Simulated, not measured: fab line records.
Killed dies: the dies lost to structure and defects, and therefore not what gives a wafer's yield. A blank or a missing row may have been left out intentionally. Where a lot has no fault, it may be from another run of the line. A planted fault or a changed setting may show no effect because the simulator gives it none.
Matching of chambers    flow n5-finfet    rie-diel-01 running N5_HKMG_FIN_DESCUM_53: 4 sister chambers
The step chemistry O2, time 7.9 s. 18 wafers are shown with their chamber, then 9 later ones without.

## EACH WAFER AND ITS CHAMBER
wafer   chamber  throttle-valve-pct (%)  drypump-motor-current-A (A)  oes-product-au (a.u.)
L076.1  2        20.26                   5.3                          0.81
L076.2  1        20.50                   5.6                          0.71
L076.4  3        20.00                   5.3                          0.83
L077.1  2        20.25                   5.3                          0.81
L077.2  1        20.52                   5.6                          0.72
L077.5  1        20.50                   5.6                          0.71
L079.3  1        20.53                   5.6                          0.72
L079.4  2        20.24                   5.3                          0.80
L079.6  0        20.76                   6.2                          0.71
L082.2  3        20.01                   5.4                          0.81
L082.4  1        20.53                   5.7                          0.70
L082.6  0        20.78                   6.2                          0.70
L084.2  3        20.04                   5.4                          0.82
L084.4  0        20.80                   6.2                          0.70
L084.5  0        20.78                   6.2                          0.70
L090.1  3        20.04                   5.3                          0.80
L090.3  0        20.80                   6.2                          0.69
L090.4  1        20.55                   5.7                          0.70

SIGNATURES, as means of the wafers listed above
reading                  chamber 0  chamber 1  chamber 2  chamber 3  scatter within a chamber
throttle-valve-pct       20.7840    20.5217    20.2500    20.0225    0.0179
drypump-motor-current-A  6.200      5.633      5.300      5.350      0.0408
oes-product-au           0.7000     0.7100     0.8067     0.8150     0.00913
Rule: for each reading, subtract the chamber's mean from the wafer's reading, divide by that reading's scatter and square the result; add these up over the readings and take the root, which gives the wafer's distance from the chamber. If the next closest chamber is less than 2 further off than the closest, the wafer can't be placed; otherwise it belongs to the closest. How the scatter is found: for the shown wafers, subtract from each reading the mean of its chamber, square and add these, divide the total by (wafers less chambers), then take the root.

## WAFERS MISSING THEIR CHAMBER
wafer   throttle-valve-pct (%)  drypump-motor-current-A (A)  oes-product-au (a.u.)
L094.1  20.06                   5.4                          0.80
L094.5  20.81                   6.2                          0.69
L094.6  20.55                   5.6                          0.70
L095.3  20.56                   5.6                          0.68
L095.4  20.05                   5.4                          0.79
L095.6  20.06                   5.4                          0.80
L097.1  20.31                   5.3                          0.77
L097.3  20.82                   6.2                          0.69
L097.5  20.58                   5.6                          0.69

## WHICH CHAMBER EACH ONE RAN IN
wafer   from the rows above  in truth
L094.1  3                    3
L094.5  0                    0
L094.6  1                    1
L095.3  1                    1
L095.4  3                    3
L095.6  3                    3
L097.1  2                    2
L097.3  0                    0
L097.5  1                    1
9 of 9 placed correctly. Not placeable from these rows: 0. Placed wrongly: 0.
